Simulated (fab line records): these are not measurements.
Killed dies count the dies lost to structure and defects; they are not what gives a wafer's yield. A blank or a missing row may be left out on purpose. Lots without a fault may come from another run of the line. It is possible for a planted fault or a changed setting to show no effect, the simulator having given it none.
Comparing a struck lot with a sound one :: flow nand_harc :: 14 steps out of a route of 1159
Sound: wafers L523.2, L523.4, L523.6. The struck wafers were L528.2, L528.3, L528.6. Last of all comes the cause.
At each step with rows: each side's tool, then ch and its chambers, then its first start. Under that, the readings that differ: sound wafers :: struck wafers :: difference of the means :: sigmas: that difference in standard deviations of wafers without a fault.
alike: readings whose means differ by less than 2 such deviations, and words and numbers that are the same on both sides. not compared: withheld readings, readings that some wafer has no value for, bounds like >300 that may hide the same value, and numbers for which the record gives no deviation and whose values overlap.
A row with sigmas, a row that says differs or no value, or rows on one side alone: a step with any of these is where the two part. When numbers do not overlap yet have no deviation, they are printed without sigmas and do not part them. A reading missing from all wafers of one side parts the sides only when that side holds two or more wafers.

first, 1 step without rows for these wafers: NHARC_A_CHANNEL_HOLE_D1_SRD_29.
NHARC_A_CHANNEL_HOLE_D1_CD_MEAS_30:
  sound on cd_sem-02 at day 9 03:13; struck on cd_sem-01 at day 10 04:59
  alike: cd_nm
NHARC_A_CHANNEL_HOLE_D1_XSEM_31:
  sound on xsem-02 ch 0, day 9 03:20; struck on xsem-01 ch 0, day 10 05:04
reading: tilt_deg (degrees)
sound: 0.02 0.02 0.02
struck: 0.12 0.12 0.11
difference: +0.10
sigmas: +2
  alike: bot_cd_nm, bow_nm
NHARC_A_CHANNEL_HOLE_D1_INSPECT_40:
  sound on defect_inspect-01 at day 9 03:25; struck on defect_inspect-02 at day 10 05:10
  alike: raw_defect_count
then, 2 steps without rows for these wafers: NHARC_A_CHANNEL_FILL_D1_PRECLEAN_00 (cleans in SC1); NHARC_A_CHANNEL_FILL_D1_SRD_01.
NHARC_A_CHANNEL_FILL_D1_ALD_02: deposits SiO2, target thk 6 nm, pulse time 10 s, ald cycles 60.
  sound on ald_hk-01 ch 0,2,3, day 9 03:37; struck on ald_hk-02 ch 0,1, day 10 05:21
  alike: heater_power_outer_w, heater_power_w, precursor_pulse_height_rel, susceptor_temp_C
then, 1 step without rows for these wafers: NHARC_A_CHANNEL_FILL_D1_ALD_03 (deposits SiNx, target thk 6 nm, pulse time 60 s, ald cycles 58).
NHARC_A_CHANNEL_FILL_D1_ALD_14: deposits SiO2, target thk 2.5 nm, pulse time 10 s, ald cycles 25.
  sound on ald_hk-02 ch 0,1,3, day 9 10:32; struck on ald_hk-04 ch 0,2,3, day 10 12:19
  alike: heater_power_outer_w, heater_power_w, precursor_pulse_height_rel, susceptor_temp_C
then, 1 step without rows for these wafers: NHARC_A_CHANNEL_FILL_D1_ALD_15 (deposits SiNx, target thk 2 nm, pulse time 60 s, ald cycles 19).
NHARC_A_CHANNEL_FILL_D1_ALD_16: deposits SiO2, target thk 1.5 nm, pulse time 10 s, ald cycles 15.
  sound on ald_hk-01 ch 1,3, day 9 15:43; struck on ald_hk-04 ch 1,2,3, day 10 19:41
reading: susceptor_temp_C (C)
sound: 300.11 300.09 300.14
struck: - - -
difference: no value on the struck wafers
sigmas: 
  alike: heater_power_outer_w, heater_power_w, precursor_pulse_height_rel
then, 1 step without rows for these wafers: NHARC_A_CHANNEL_FILL_D1_ANNEAL_17 (time 1800 s).
NHARC_A_CHANNEL_FILL_D1_CVD_18: deposits poly-Si, target thk 3 nm.
  sound on lpcvd_poly-02 ch 0, day 10 01:40; struck on lpcvd_poly-02, day 11 05:21
  no value came back on the struck wafers for spike_tc_bottom_C (C), spike_tc_centre_C (C), tube_center_temp_C (C), zone_power_centre_pct (%); on the sound wafers spike_tc_bottom_C (C) reads 574.8 576.6 575.7
NHARC_A_CHANNEL_FILL_D1_ETCHBACK_19: etches the open film in HBr/Cl2, target depth 5 nm, time 1.7 s.
  sound on rie_si-05 ch 0,1,3, day 10 03:44; struck on rie_si-04 ch 0,2, day 11 07:24
  alike: drypump_motor_current_A, hbr_flow_sccm, oes_product_au, throttle_valve_pct
  not compared: rf_hours_counter_h

## WHERE THEY PART
First at NHARC_A_CHANNEL_HOLE_D1_XSEM_31; last, within this record, at NHARC_A_CHANNEL_FILL_D1_CVD_18. Later steps at which nothing parts them and some readings are alike: NHARC_A_CHANNEL_FILL_D1_ETCHBACK_19.

WHY: whatever the simulator had introduced
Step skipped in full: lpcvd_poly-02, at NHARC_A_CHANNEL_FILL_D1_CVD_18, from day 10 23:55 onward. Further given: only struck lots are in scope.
